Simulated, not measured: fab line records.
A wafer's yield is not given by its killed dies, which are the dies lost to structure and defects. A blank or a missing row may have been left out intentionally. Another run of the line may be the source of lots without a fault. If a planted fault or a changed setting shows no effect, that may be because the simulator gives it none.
Matching of chambers :: flow nand harc :: rie diel-05 running NHARC_P_M1_ETCH_35: 4 sister chambers
The step etches the open film in N2/H2, target depth 40 nm, overetch 12 nm, time 43.94 s. 24 wafers are shown with their chamber, then 12 later ones without.

== WAFERS PAIRED WITH THEIR CHAMBERS ==
wafer: L074.2
chamber: 2
showerhead plenum p Torr (Torr): 2.14
drypump motor current A (A): 5.54
rf vpp V (V): 433.3

wafer: L074.3
chamber: 0
showerhead plenum p Torr (Torr): 2.13
drypump motor current A (A): 5.64
rf vpp V (V): 432.1

wafer: L074.6
chamber: 2
showerhead plenum p Torr (Torr): 2.14
drypump motor current A (A): 5.50
rf vpp V (V): 434.3

wafer: L075.2
chamber: 2
showerhead plenum p Torr (Torr): 2.14
drypump motor current A (A): 5.53
rf vpp V (V): 433.2

wafer: L075.4
chamber: 0
showerhead plenum p Torr (Torr): 2.13
drypump motor current A (A): 5.65
rf vpp V (V): 432.4

wafer: L075.5
chamber: 0
showerhead plenum p Torr (Torr): 2.13
drypump motor current A (A): 5.66
rf vpp V (V): 431.7

wafer: L076.2
chamber: 0
showerhead plenum p Torr (Torr): 2.13
drypump motor current A (A): 5.65
rf vpp V (V): 432.2

wafer: L076.5
chamber: 2
showerhead plenum p Torr (Torr): 2.14
drypump motor current A (A): 5.58
rf vpp V (V): 432.3

wafer: L076.6
chamber: 1
showerhead plenum p Torr (Torr): 2.05
drypump motor current A (A): 5.44
rf vpp V (V): 430.2

wafer: L077.3
chamber: 1
showerhead plenum p Torr (Torr): 2.05
drypump motor current A (A): 5.43
rf vpp V (V): 429.5

wafer: L077.4
chamber: 3
showerhead plenum p Torr (Torr): 2.07
drypump motor current A (A): 5.40
rf vpp V (V): 432.2

wafer: L077.5
chamber: 0
showerhead plenum p Torr (Torr): 2.13
drypump motor current A (A): 5.67
rf vpp V (V): 433.9

wafer: L080.3
chamber: 0
showerhead plenum p Torr (Torr): 2.13
drypump motor current A (A): 5.64
rf vpp V (V): 434.4

wafer: L080.5
chamber: 2
showerhead plenum p Torr (Torr): 2.14
drypump motor current A (A): 5.60
rf vpp V (V): 433.1

wafer: L080.6
chamber: 3
showerhead plenum p Torr (Torr): 2.07
drypump motor current A (A): 5.39
rf vpp V (V): 430.4

wafer: L081.1
chamber: 3
showerhead plenum p Torr (Torr): 2.07
drypump motor current A (A): 5.39
rf vpp V (V): 431.9

wafer: L081.3
chamber: 1
showerhead plenum p Torr (Torr): 2.05
drypump motor current A (A): 5.41
rf vpp V (V): 430.2

wafer: L081.5
chamber: 0
showerhead plenum p Torr (Torr): 2.13
drypump motor current A (A): 5.61
rf vpp V (V): 431.4

wafer: L082.4
chamber: 0
showerhead plenum p Torr (Torr): 2.13
drypump motor current A (A): 5.65
rf vpp V (V): 434.8

wafer: L082.5
chamber: 2
showerhead plenum p Torr (Torr): 2.14
drypump motor current A (A): 5.57
rf vpp V (V): 433.3

wafer: L082.6
chamber: 1
showerhead plenum p Torr (Torr): 2.05
drypump motor current A (A): 5.43
rf vpp V (V): 431.1

wafer: L083.2
chamber: 0
showerhead plenum p Torr (Torr): 2.13
drypump motor current A (A): 5.64
rf vpp V (V): 433.5

wafer: L083.5
chamber: 2
showerhead plenum p Torr (Torr): 2.14
drypump motor current A (A): 5.61
rf vpp V (V): 433.0

wafer: L083.6
chamber: 1
showerhead plenum p Torr (Torr): 2.04
drypump motor current A (A): 5.42
rf vpp V (V): 431.2

SIGNATURES (means of the wafers above)
reading: showerhead plenum p Torr
chamber 0: 2.1300
chamber 1: 2.0480
chamber 2: 2.1400
chamber 3: 2.0700
scatter within a chamber: 0.002

reading: drypump motor current A
chamber 0: 5.6456
chamber 1: 5.4260
chamber 2: 5.5614
chamber 3: 5.3933
scatter within a chamber: 0.0248

reading: rf vpp V
chamber 0: 432.933
chamber 1: 430.440
chamber 2: 433.214
chamber 3: 431.500
scatter within a chamber: 0.955
Rule: distance of a wafer from a chamber = root of the sum over the readings of ((wafer's reading minus chamber's mean) / reading's scatter) squared. If the next closest chamber is less than 2 further off than the closest, the wafer can't be placed; otherwise it belongs to the closest. The scatter: the root of (the sum of the squares of (reading less its chamber's mean) over the shown wafers, divided by (wafers less chambers)).

== WAFERS WHOSE CHAMBER IS MISSING ==
wafer: L086.2
showerhead plenum p Torr (Torr): 2.13
drypump motor current A (A): 5.63
rf vpp V (V): 431.6

wafer: L086.5
showerhead plenum p Torr (Torr): 2.14
drypump motor current A (A): 5.55
rf vpp V (V): 434.6

wafer: L086.6
showerhead plenum p Torr (Torr): 2.04
drypump motor current A (A): 5.44
rf vpp V (V): 432.0

wafer: L093.2
showerhead plenum p Torr (Torr): 2.14
drypump motor current A (A): 5.61
rf vpp V (V): 432.3

wafer: L093.3
showerhead plenum p Torr (Torr): 2.13
drypump motor current A (A): 5.65
rf vpp V (V): 433.2

wafer: L093.4
showerhead plenum p Torr (Torr): 2.04
drypump motor current A (A): 5.42
rf vpp V (V): 431.9

wafer: L094.2
showerhead plenum p Torr (Torr): 2.04
drypump motor current A (A): 5.46
rf vpp V (V): 430.5

wafer: L094.4
showerhead plenum p Torr (Torr): 2.13
drypump motor current A (A): 5.66
rf vpp V (V): 432.9

wafer: L094.5
showerhead plenum p Torr (Torr): 2.14
drypump motor current A (A): 5.58
rf vpp V (V): 434.7

wafer: L095.1
showerhead plenum p Torr (Torr): 2.07
drypump motor current A (A): 5.39
rf vpp V (V): 431.5

wafer: L095.2
showerhead plenum p Torr (Torr): 2.04
drypump motor current A (A): 5.44
rf vpp V (V): 431.0

wafer: L095.4
showerhead plenum p Torr (Torr): 2.13
drypump motor current A (A): 5.66
rf vpp V (V): 433.7

== EACH ONE'S CHAMBER ==
wafer: L086.2
from the rows above: 0
in truth: 0

wafer: L086.5
from the rows above: 2
in truth: 2

wafer: L086.6
from the rows above: 1
in truth: 1

wafer: L093.2
from the rows above: 2
in truth: 2

wafer: L093.3
from the rows above: 0
in truth: 0

wafer: L093.4
from the rows above: 1
in truth: 1

wafer: L094.2
from the rows above: 1
in truth: 1

wafer: L094.4
from the rows above: 0
in truth: 0

wafer: L094.5
from the rows above: 2
in truth: 2

wafer: L095.1
from the rows above: 3
in truth: 3

wafer: L095.2
from the rows above: 1
in truth: 1

wafer: L095.4
from the rows above: 0
in truth: 0
12 of 12 placed correctly. From these rows, 0 cannot be placed. Placed wrongly: 0.
